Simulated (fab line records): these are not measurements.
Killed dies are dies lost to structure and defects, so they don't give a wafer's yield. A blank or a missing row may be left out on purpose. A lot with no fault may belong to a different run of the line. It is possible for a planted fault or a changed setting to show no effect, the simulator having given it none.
Split-lot experiment    flow n5_finfet    on a route of 1938 steps: 7 lots, 21 wafers read

== SPLIT DETAILS ==
At N5_FIN_SAQP_ALD_61 (deposits SiO2, target thk 4 nm, pulse time 1 s, purge time 2 s), the setting ald_cycles was moved away from the recipe's 43 on 10 of the 21 wafers read, by -9.3% to +16.3%. For the rest of the wafers, this setting stayed at what the recipe calls for.

The reading comes from the split's own step.

== THE READING ==
SiO2_of_FIN_SAQP_ALD_61.thk_nm (the simulator's own value, which no gauge read), in nm, at N5_FIN_SAQP_ALD_61 (deposits SiO2, target thk 4 nm, pulse time 1 s, purge time 2 s). No usual value for it is given in the file. Average 3.996 nm, standard deviation 0.018 nm, over the 11 wafers here run with the recipe.

wafer   tool, chamber at the split  ald_cycles as run  against the recipe  SiO2_of_FIN_SAQP_ALD_61.thk_nm, nm  against lot-mates on the recipe
L078.1  ald_sin-04, 0               43                 recipe              3.997                               -
L078.4  ald_sin-04, 2,1             43                 recipe              4.022                               -
L078.6  ald_sin-04, 2,1             43                 recipe              4.022                               -
L083.1  ald_sin-02, 3               43                 recipe              3.982                               -
L083.2  ald_sin-02, 1               39                 -9.3%               3.602                               -0.380
L083.4  ald_sin-02, 2               39                 -9.3%               3.595                               -0.387
L089.3  ald_sin-02, 2               45                 +4.7%               4.17                                +0.209
L089.4  ald_sin-02, 0               45                 +4.7%               4.167                               +0.206
L089.6  ald_sin-02, 1               43                 recipe              3.961                               -
L090.1  ald_sin-03, 3               43                 recipe              4.002                               -
L090.2  ald_sin-03, 2,1             39                 -9.3%               3.617                               -0.385
L090.5  ald_sin-03, 2,1             39                 -9.3%               3.617                               -0.385
L092.2  ald_sin-02, 1               43                 recipe              4.001                               -
L092.5  ald_sin-02, 2               39                 -9.3%               3.631                               -0.373
L092.6  ald_sin-02, 3               43                 recipe              4.006                               -
L096.3  ald_sin-02, 3               43                 recipe              3.995                               -
L096.4  ald_sin-02, 0               50                 +16.3%              4.64                                +0.645
L096.6  ald_sin-02, 2               50                 +16.3%              4.614                               +0.619
L097.2  ald_sin-02, 3               43                 recipe              3.999                               -
L097.3  ald_sin-02, 0               39                 -9.3%               3.62                                -0.365
L097.4  ald_sin-02, 2               43                 recipe              3.971                               -
If several chambers appear in one row, that row covers several wafers at once and the file leaves open which wafer was in which chamber.

FIT RESULTS
A straight line over all 21 wafers: SiO2_of_FIN_SAQP_ALD_61.thk_nm changes by +0.0397 nm for each +1% of ald_cycles; r = +1.00; the points scatter about the line by 0.017 nm.
The same after taking each lot's own level away (the mean of its wafers on the recipe; 21 wafers): +0.0399 nm for each +1%; r = +1.00; scatter 0.013 nm.
On that fit, the largest move of ald_cycles shifts the reading by 0.65 nm.
From 3.9610 to 4.0137 nm: that is the span of the lots' own levels, equal to 2.9 times the standard deviation above.
The two slopes are in agreement: the lot-to-lot level therefore moves the slope only a little.
Check: for one of the wafers moved furthest among these (+16.3%), held out of the fit, the line's prediction against its lot-mates is +0.65 nm. Against them it came out at +0.645 nm.

== OTHER SPLITS APPLIED TO THESE WAFERS ==
These wafers also went through other splits before the reading. Each is held against what the fit with the lots' levels taken away leaves over:
other split on the same wafers  wafers away from the commonest value  r with SiO2_of_FIN_SAQP_ALD_61.thk_nm (lot level and that fit taken away)
N5_WELL_APT_PEB_06 peb_time_s   7                                     +0.10
N5_WELL_APT_DESCUM_13 time_s    5                                     +0.03

== THE FILE'S OWN FIT ==
SiO2_of_FIN_SAQP_ALD_61.thk_nm changes by +0.0399 nm for each +1% of ald_cycles, r = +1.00.
